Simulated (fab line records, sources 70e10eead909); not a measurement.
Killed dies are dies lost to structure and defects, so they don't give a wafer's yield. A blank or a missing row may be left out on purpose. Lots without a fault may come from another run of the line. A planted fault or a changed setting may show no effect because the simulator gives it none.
fab line records | flow nand_harc
record lots=5 wafers=15 last_day=32
route steps=1302 shown A_M0@1164 A_M1@1169 END@1302
lots that met no fault: from a run of the same line without faults
start_h: hours from the record's first day to the start of the lot's first wafer shown | wait_h: hours since the lot's step before | " the same as in the row above | L1.1+2: a row that stands for several wafers | - no value, or no start given | * or withheld: withheld | < > ~ a bound
route shown NAME@n: a module of which the file shows steps, and the number in the route of the first | usual: mean/standard deviation of fault-free wafers | same: alike in all rows | chamber/n: place in a boat | sites: the reading at each site | _std_site: their standard deviation | _edge_site: outer sites' mean less inner sites' | radius_mm: how far each site lies from the wafer's centre | mask NAME#n: copy n | behind: the tool/chamber that last shaped the wafer | hold: why the lot was held/for how many hours/how that ended | device: the transistor (n, p or np) that didn't switch | end of line: the same wafers' tests at the end of the route | a step without rows: its recipe alone | killed: dies lost to structure and defects at the first sort, not the wafer's yield | map: a wafer's dies, x killed, . not, _ none there
set.NAME: the setting as run; set.NAME@STEP: as run at that earlier step | model.NAME: the simulator's own value behind a step, which no gauge read
lots at some steps of the route; a table a step, a row a wafer
services: from which hour (start_h, from the record's first day; less than 0 if before it) a tool's chamber was out of use, for how many hours, and why
## steps
# step NHARC_A_M0_SRD_25
# step NHARC_A_M0_INSPECT_27
# usual raw_defect_count=534/180
# columns lot.wafer tool chamber start_h wait_h raw_defect_count
L188.1 defect_inspect-01 - 541.99 0.0 652
L188.4 " - " " 922
L188.5 " - " " 629
L187.1 defect_inspect-01 - 542.73 0.0 416
L187.3 " - " " 595
L187.4 " - " " 533
L197.3 defect_inspect-02 - 631.46 0.0 347
L197.4 " - " " 351
L197.5 " - " " 324
L203.1 defect_inspect-01 - 718.65 0.0 311
L203.2 " - " " 406
L203.3 " - " " 390
L205.1 defect_inspect-02 - 725.08 0.0 987
L205.3 " - " " 960
L205.6 " - " " 899
# step NHARC_A_M0_PRE_CLEAN_31
# recipe time_s=12 temp_c=370 rf_power_w=300 gas=NH3
# usual heater_power_w=619/65
# columns lot.wafer tool chamber start_h wait_h heater_power_w
L188.1 pecvd-01 0 542.06 0.1 633
L188.5 " 0 " " 650
L188.4 " 2 " " 657
L187.1 pecvd-01 2 542.80 0.1 652
L187.3 " 1 " " 586
L187.4 " 2 " " 671
L197.3 pecvd-02 0 631.54 0.1 638
L197.4 " 2 " " 490
L197.5 " 0 " " 648
L203.3 pecvd-03 1 718.72 0.1 656
L203.1 " 2 " " 674
L203.2 " 0 " " 563
L205.3 pecvd-02 0 725.16 0.1 684
L205.1 " 1 " " 634
L205.6 " 2 " " 447
# step NHARC_A_M0_DEP_32
# recipe target_thk_a=300 temp_c=370 target_thk_nm=30 pressure_torr=3 flow_sccm=200 rf_w=450 material=SiCN
# usual chamber_pressure_Torr=2.999/0.0063 heater_power_w=558/65
# columns lot.wafer tool chamber start_h wait_h chamber_pressure_Torr heater_power_w
L188.1 pecvd-01 0 542.14 0.1 3.002 653
L188.5 " 0 " " 3.005 656
L188.4 " 2 " " 2.990 524
L187.1 pecvd-01 2 542.88 0.1 3.003 574
L187.3 " 1 " " 2.997 582
L187.4 " 2 " " 3.002 562
L197.3 pecvd-02 0 631.65 0.1 2.991 525
L197.4 " 2 " " 3.004 428
L197.5 " 0 " " 2.987 528
L203.3 pecvd-03 1 718.80 0.1 3.006 533
L203.1 " 2 " " 3.003 667
L203.2 " 0 " " 3.009 506
L205.3 pecvd-02 0 725.27 0.1 3.007 566
L205.1 " 1 " " 2.990 564
L205.6 " 2 " " 2.985 470
# step NHARC_A_M1_DEP_00
# recipe target_thk_a=1825 target_thk_nm=182.5 temp_c=withheld pressure_torr=5 flow_sccm=200 rf_w=600 material=SiOC
# step NHARC_A_M1_DEHYDRATE_01
# recipe temp_c=150 time_s=120
# step NHARC_A_M1_HMDS_02
# recipe time_s=30
# step NHARC_A_M1_COAT_34
# recipe temp_c=200 time_s=65
# step NHARC_A_M1_COAT_03
# recipe spin_rpm=1500 resist_thk_nm=90
# step NHARC_A_M1_SOFTBAKE_04
# recipe temp_c=105 time_s=55
# step NHARC_A_M1_EBR_05
# step NHARC_A_M1_EXPOSE_06
# recipe na=1.35 target_cd_nm=120 dose_mj=75.13 mask_id=A_M1
# same na=1.35
# columns lot.wafer tool chamber start_h wait_h mask model.A_M1.overlay_x_nm
L188.1+4+5 arfi_scanner-02 0 543.24 - A_M1#0 1.202
L187.1+3+4 arfi_scanner-02 0 543.86 - A_M1#0 1.509
L197.3+4+5 arfi_scanner-03 0 632.72 - A_M1#0 4.49
L203.1+2+3 arfi_scanner-02 0 719.89 - A_M1#0 0.09747
L205.1+3+6 arfi_scanner-01 0 726.36 - A_M1#0 1.137
# step NHARC_A_M1_PEB_07
# recipe peb_temp_c=100 peb_time_s=65
# step NHARC_A_M1_DEVELOP_08
# recipe develop_time_s=35 dev_temp_c=23
# step NHARC_A_M1_CD_MEAS_09
# recipe target_cd_nm=120 landing_energy_ev=500
# usual cd_nm=119.6/0.63
# columns lot.wafer tool chamber start_h wait_h cd_nm
L188.1 cd_sem-02 0 543.38 - 119.1
L188.4 " 0 " " 120.0
L188.5 " 0 " " 119.7
L187.1 cd_sem-02 0 544.00 - 118.8
L187.3 " 0 " " 119.0
L187.4 " 0 " " 120.7
L197.3 cd_sem-03 0 632.86 - 120.1
L197.4 " 0 " " 119.6
L197.5 " 0 " " 119.1
L203.1 cd_sem-02 0 720.03 - 119.7
L203.2 " 0 " " 119.6
L203.3 " 0 " " 119.6
L205.1 cd_sem-02 0 726.50 - 119.0
L205.3 " 0 " " 119.3
L205.6 " 0 " " 119.1
# step NHARC_A_M1_OVL_MEAS_10
# recipe pitch_nm=240
# usual overlay_x_nm=0.2/0.94 overlay_y_nm=0.0/0.95
# columns lot.wafer tool chamber start_h wait_h hold overlay_x_nm overlay_y_nm
L188.1 overlay-02 - 543.47 - - 0.7 0.1
L188.4 " - " " - 0.7 -0.4
L188.5 " - " " - 1.3 0.0
L187.1 overlay-01 - 544.09 - - 1.3 2.3
L187.3 " - " " - 1.9 2.4
L187.4 " - " " - 1.7 1.4
L197.3 overlay-02 - 632.94 - await_dispo/0.2h/release 4.2 1.2
L197.4 " - " " await_dispo/0.2h/release 4.3 0.6
L197.5 " - " " await_dispo/0.2h/release 4.6 0.1
L197.3 overlay-02 - 633.11 0.2 - 4.3 1.5
L197.4 " - " " - 4.8 0.6
L197.5 " - " " - 5.2 0.5
L203.1 overlay-02 - 720.12 - - 0.1 -0.1
L203.2 " - " " - -0.4 -0.7
L203.3 " - " " - -0.2 0.4
L205.1 overlay-02 - 726.59 - - 1.2 0.2
L205.3 " - " " - 1.3 -0.4
L205.6 " - " " - 1.0 0.7
# step NHARC_A_M1_INSPECT_11
# usual raw_defect_count=76/39
# columns lot.wafer tool chamber start_h wait_h hold raw_defect_count
L188.1 defect_inspect-02 - 543.51 0.0 - 68
L188.4 " - " " - 57
L188.5 " - " " - 72
L187.1 defect_inspect-02 - 544.13 0.0 - 43
L187.3 " - " " - 56
L187.4 " - " " - 60
L197.3 defect_inspect-02 - 635.45 2.3 await_dispo/2.3h/release 66
L197.4 " - " " await_dispo/2.3h/release 41
L197.5 " - " " await_dispo/2.3h/release 49
L203.1 defect_inspect-02 - 720.15 0.0 - 22
L203.2 " - " " - 26
L203.3 " - " " - 38
L205.1 defect_inspect-02 - 726.63 0.0 - 18
L205.3 " - " " - 27
L205.6 " - " " - 29
# step NHARC_END_SORT_01
# recipe temp_c=25
# usual defect_limited_yield=92.7/2.6 killed_at_array=45/18 killed_at_other=0.9/1.3 killed_at_periphery=3.7/2.2 killed_dies=50/18 killed_open=3.2/1.9 killed_short=2.4/1.6 sort_bin_2_pct=2.5/1.1 sort_bin_3_pct=0.6/0.36 sort_bin_4_pct=4.3/1.5 sort_n_pass=627/18 sort_rim_yield_pct=92/4.3 sort_yield_pct=92.7/2.6
# same gross_dies=677 sort_bin_5_pct[%]=0 sort_bin_6_pct[%]=0 sort_bin_7_pct[%]=0 sort_bin_8_pct[%]=0 sort_rim_n_gross=106.00
# columns lot.wafer tool chamber start_h wait_h defect_limited_yield[%] killed_at_array killed_at_other killed_at_periphery killed_dies killed_open killed_short sort_bin_2_pct[%] sort_bin_3_pct[%] sort_bin_4_pct[%] sort_n_pass sort_rim_yield_pct[%] sort_yield_pct[%]
L197.3 prober-01 0 670.31 3.1 92.2 50 0 3 53 6 4 2.4 0.4 5.0 624 99 92.2
L197.4 prober-01 0 671.11 3.4 94.4 34 0 4 38 7 0 1.6 0.3 3.7 639 92 94.4
L197.5 prober-01 0 671.92 3.7 93.1 43 0 4 47 6 2 1.9 0.6 4.4 630 90 93.1
L205.1 prober-01 0 762.26 2.5 96.9 15 3 3 21 3 3 0.9 0.3 1.9 656 94 96.9
L205.3 prober-01 0 763.88 3.1 96.2 21 3 2 26 3 1 1.3 0.1 2.4 651 94 96.2
L205.6 prober-01 0 766.30 4.0 94.4 29 3 6 38 8 5 1.6 0.4 3.5 639 92 94.4
# killed by level:class
L197.3 A_CHANNEL_HOLE_D2:chamber_film_flake=24 A_SLIT:chamber_film_flake=7 A_STAIRCASE:chamber_film_flake=4 A_M1:chamber_film_flake=4 A_CHANNEL_HOLE_D1:chamber_film_flake=3 A_ONON_D1:geometric_particle:short=2 A_WL_FILL:geometric_particle:open=2 P_CONTACT:geometric_particle:open=1
L197.4 A_CHANNEL_HOLE_D2:chamber_film_flake=10 A_STAIRCASE:chamber_film_flake=5 A_M1:chamber_film_flake=4 A_SLIT:chamber_film_flake=3 A_CONTACT:chamber_film_flake=3 A_ZERO_WELL:chamber_film_flake=2 A_CHANNEL_HOLE_D1:chamber_film_flake=2 P_CONTACT:geometric_particle:open=1
L197.5 A_CHANNEL_HOLE_D1:chamber_film_flake=11 A_CHANNEL_HOLE_D2:chamber_film_flake=10 A_M1:chamber_film_flake=4 A_ZERO_WELL:chamber_film_flake=3 A_SLIT:chamber_film_flake=3 P_GATE:chamber_film_flake=2 A_STAIRCASE:chamber_film_flake=2 A_CONTACT:chamber_film_flake=2
L205.1 A_CONTACT:chamber_film_flake=3 THIN_TSV:chamber_film_flake=3 P_CONTACT:geometric_particle:open=2 A_CHANNEL_HOLE_D2:chamber_film_flake=2 A_SLIT:chamber_film_flake=2 A_WL_FILL:chamber_film_flake=2 P_CONTACT:geometric_particle:short=1 A_CHANNEL_FILL_D1:geometric_particle:short=1
L205.3 A_SLIT:chamber_film_flake=5 A_CONTACT:chamber_film_flake=5 A_CHANNEL_HOLE_D1:unspecified=3 THIN_TSV:chamber_film_flake=3 A_CHANNEL_FILL_D1:chamber_film_flake=2 A_M0:chamber_film_flake=2 P_CONTACT:geometric_particle:open=1 P_CONTACT:geometric_particle:short=1
L205.6 A_SLIT:chamber_film_flake=6 A_CONTACT:chamber_film_flake=5 P_CONTACT:geometric_particle:open=3 A_CHANNEL_HOLE_D1:unspecified=3 THIN_TSV:chamber_film_flake=3 A_ONON_D2:geometric_particle:short=2 A_M0:geometric_particle:open=2 A_CHANNEL_FILL_D1:chamber_film_flake=2
## services
# columns tool chamber start_h hours kind
arfi_scanner-03 - 540.02 4.0 pm
pecvd-03 - 547.24 13.0 pm
pecvd-01 - 551.67 13.0 pm
pecvd-01 0 551.67 13.0 vent_cycle
pecvd-01 1 551.67 13.0 vent_cycle
pecvd-01 2 551.67 13.0 vent_cycle
arfi_scanner-03 - 553.79 0.4 repair
arfi_scanner-01 - 555.00 0.3 repair
pecvd-01 0 564.67 - clean
pecvd-02 - 589.13 13.0 pm
pecvd-01 2 591.15 2.3 repair
arfi_scanner-01 - 596.50 4.0 pm
arfi_scanner-01 - 618.29 0.5 repair
arfi_scanner-02 - 631.57 1.4 repair
pecvd-02 1 635.27 8.1 repair
arfi_scanner-02 - 639.23 0.7 repair
arfi_scanner-02 - 656.00 4.0 pm
pecvd-02 0 669.83 5.5 repair
pecvd-02 1 670.17 6.6 repair
pecvd-03 1 680.71 5.1 repair
pecvd-03 - 690.78 0.8 repair
arfi_scanner-01 - 707.65 0.8 repair
arfi_scanner-03 - 712.02 4.0 pm
pecvd-02 0 713.38 2.0 repair
## key
first_sign step=NHARC_A_M1_OVL_MEAS_10 reading=visit direction=added
effect step=NHARC_A_M1_OVL_MEAS_10 reading=overlay_x_nm direction=up sigmas=4.5 usual=0.2 struck=4.4
model_effect step=NHARC_A_M1_EXPOSE_06 value=A_M1.overlay_x_nm without=1.433 struck=4.49
met_at NHARC_A_M1_EXPOSE_06
struck_wafers L197.3,L197.4,L197.5
fault kind=scanner_matching_overlay tool=arfi_scanner-03 chamber=- onset_h=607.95 steps=NHARC_A_M1_EXPOSE_06 offset=3.0571
